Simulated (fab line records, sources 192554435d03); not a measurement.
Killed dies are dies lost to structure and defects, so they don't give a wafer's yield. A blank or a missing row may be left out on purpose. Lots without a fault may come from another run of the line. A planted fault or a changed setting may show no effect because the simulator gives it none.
Problem report in the 8D (eight disciplines) form, filled by code | flow n5_finfet | the parts of the form that need people (team, actions taken, sign-off) are left out

1. THE PROBLEM
killed_at_M4_up at N5_PASSIVATION_PROBE_49 reads a mean of 123 on 5 wafers of 2 lots; wafers without a fault read 15 with a standard deviation of 6.4. That is +17 standard deviations from the usual mean.
First seen on wafer L131.4, day 17 13:35, on prober-01. The record holds 32 wafers of 11 lots with a number at this step. Rule for "out", or "out of limits": more than 4 standard deviations from the usual mean. The other wafers with a number count as sound.

2. WHAT IT IS AND WHAT IT IS NOT
question                    | is                                                                                                   | is not
which readings at this step | killed_at_M4_up, defect_limited_yield, killed_dies, sort_bin_5_function, sort_n_pass, sort_yield_pct | killed_at_M0_to_M3, killed_at_contacts, killed_open
which lots                  | L131, L132                                                                                           | L116, L119, L121, L122, L123, L127, L128, L135, L137
which wafers of those lots  | all that have a number                                                                               | -
read on which tools         | prober-01, prober-02                                                                                 | -
when                        | from day 17 13:35                                                                                    | up to then (21 sound wafers); but 6 sound wafers of L135, L137 came after

3. SUSPECTS, AND WHAT RULES EACH OUT
Counting: a tool at a process step up to the reading stays a suspect if it ran every lot that is out and no sound lot after the first of them.
- wet_bench-06 at N5_BEOL_M7_HM_STRIP_39 (strips TiN in peroxide tin strip, target depth 25 nm, time 158 s): kept. It ran every lot that is out, first L131 (day 13 14:22), and no sound lot after that; its last sound lot up to then is L122 (day 11 04:04).
- rie_diel-03 at N5_PASSIVATION_ETCH_15 (etches SiCN in CF4/N2, target depth 75 nm, time 81.2 s): kept. It ran every lot that is out, first L131 (day 17 08:37), and no sound lot after that; its last sound lot up to then is L121 (day 15 20:02). N5_PASSIVATION_ETCH_15 gives no start for some lots, so the hours and the order of its lots are those of N5_PASSIVATION_AL_ETCH_33.
Left after counting: wet_bench-06 at N5_BEOL_M7_HM_STRIP_39, rie_diel-03 at N5_PASSIVATION_ETCH_15.

4. THE CAUSE (what the simulator had put in)
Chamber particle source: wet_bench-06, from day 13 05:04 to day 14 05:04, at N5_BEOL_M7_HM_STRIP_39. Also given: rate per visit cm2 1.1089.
Counting left 2 suspects, and this tool is among them.

5. THE CHAIN OF EFFECTS, in route order
Each row: a reading whose mean over the struck wafers that have a number lies more than 3 standard deviations from the usual. Only readings for which the record gives a usual standard deviation are gone through. hours: the time from each lot's start at the first step in this table that gives one to its start at this step, as a median over the lots. sigmas: the change in usual standard deviations.
hours | step                    | reading              | usual  | on struck wafers | change | sigmas
0     | N5_PASSIVATION_PROBE_49 | defect_limited_yield | 91.5 % | 82.1             | -9.4   | -6.3
0     | N5_PASSIVATION_PROBE_49 | killed_at_M4_up      | 15     | 123              | +108   | +17
0     | N5_PASSIVATION_PROBE_49 | killed_dies          | 101    | 211              | +110   | +6.1
0     | N5_PASSIVATION_PROBE_49 | sort_bin_5_function  | 5.0 %  | 11.1             | +6.1   | +6.1
0     | N5_PASSIVATION_PROBE_49 | sort_n_pass          | 1079   | 969              | -110   | -6.1
0     | N5_PASSIVATION_PROBE_49 | sort_yield_pct       | 91.5 % | 82.1             | -9.4   | -6.3
The process steps in it:
- N5_PASSIVATION_PROBE_49

6. WHAT WOULD HAVE CAUGHT IT SOONER
In this record the first reading out of limits was taken at day 17 13:35, 105 hours after the fault began at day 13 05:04.
All the lots that are out (2) had begun N5_BEOL_M7_HM_STRIP_39 on wet_bench-06 by day 17 13:35. A hold on the tool at that time would have spared none of them.
